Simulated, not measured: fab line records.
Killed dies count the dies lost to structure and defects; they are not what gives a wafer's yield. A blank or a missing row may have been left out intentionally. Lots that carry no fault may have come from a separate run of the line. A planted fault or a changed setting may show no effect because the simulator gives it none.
What tool caused it? | flow nand harc | 6 lots, 18 wafers sampled, at 5 steps of a route of 1159

== WHAT EACH GAUGE READ, for each wafer ==
NHARC_END_SORT_01.
lot | measured | on | killed at array

== EACH LOT AND THE TOOL THAT RAN IT (in order: tool; ch and the chambers of the sampled wafers; start) ==
lot  | NHARC_A_STAIRCASE_ETCH_223                    | NHARC_A_STAIRCASE_ETCH_227                    | NHARC_A_STAIRCASE_DESCUM_252       | NHARC_A_STAIRCASE_ETCH_253
L280 | rie diel-05 ch 0,1, day 11 16:28 or earlier   | rie diel-05 ch 1,3, day 11 16:28 or earlier   | rie diel-01 ch 0,1, day 11 16:28   | rie diel-01 ch 1,2,3, day 11 16:34
L283 | rie diel-10 ch 2,3, day 12 10:07 or earlier   | rie diel-10 ch 0,1,2, day 12 10:07 or earlier | rie diel-05 ch 0,2,3, day 12 10:07 | rie diel-05 ch 1,3, day 12 10:11
L288 | rie diel-05 ch 0,1,2, day 13 12:43 or earlier | rie diel-05 ch 0,2, day 13 12:43 or earlier   | rie diel-01 ch 0,2,3, day 13 12:43 | rie diel-01 ch 0,2,3, day 13 12:49
L295 | rie diel-10 ch 0,1,3, day 15 05:43 or earlier | rie diel-10 ch 1,3, day 15 05:43 or earlier   | rie diel-10 ch 0,3, day 15 05:43   | rie diel-10 ch 1,2,3, day 15 05:49
L298 | rie diel-10 ch 0,3, day 15 14:25 or earlier   | rie diel-10 ch 0,2,3, day 15 14:25 or earlier | rie diel-05 ch 0,2, day 15 14:25   | rie diel-05 ch 1,3, day 15 14:29
L300 | rie diel-10 ch 0,3, day 16 08:06 or earlier   | rie diel-10 ch 0,1,3, day 16 08:06 or earlier | rie diel-05 ch 2,3, day 16 08:06   | rie diel-05 ch 0,1, day 16 08:11
- NHARC_A_STAIRCASE_ETCH_223: etches the open film in C4F8/O2, target depth 100 nm, time 40.5 s.
- NHARC_A_STAIRCASE_ETCH_227: etches the open film in C4F8/O2, target depth 100 nm, time 40.5 s.
- NHARC_A_STAIRCASE_DESCUM_252: chemistry O2, time 3 s.
- NHARC_A_STAIRCASE_ETCH_253: etches the open film in C4F8/O2, target depth 50 nm, time 20.2 s.

== THE ANSWER, worked out from the rows above alone ==
Rule: what is usual is taken from the lots themselves. The widest of any qualifying gaps counts: lots, ordered by their means at a reading, are off when they make up no more than a third of the lots, leave a main group of 4 or more, and stand apart from it by 3 or more times the standard deviation of that group's means. Not used: any main group whose means are identical at the precision the tables above print for the reading. A lot without any number at a reading at which 4 lots or more have one is off too. Where the step has rows for the other lots, those lots are counted as sound.
No lot is off at any reading shown: from this, nothing can be told.

== WHAT THE SIMULATOR HAD INSERTED ==
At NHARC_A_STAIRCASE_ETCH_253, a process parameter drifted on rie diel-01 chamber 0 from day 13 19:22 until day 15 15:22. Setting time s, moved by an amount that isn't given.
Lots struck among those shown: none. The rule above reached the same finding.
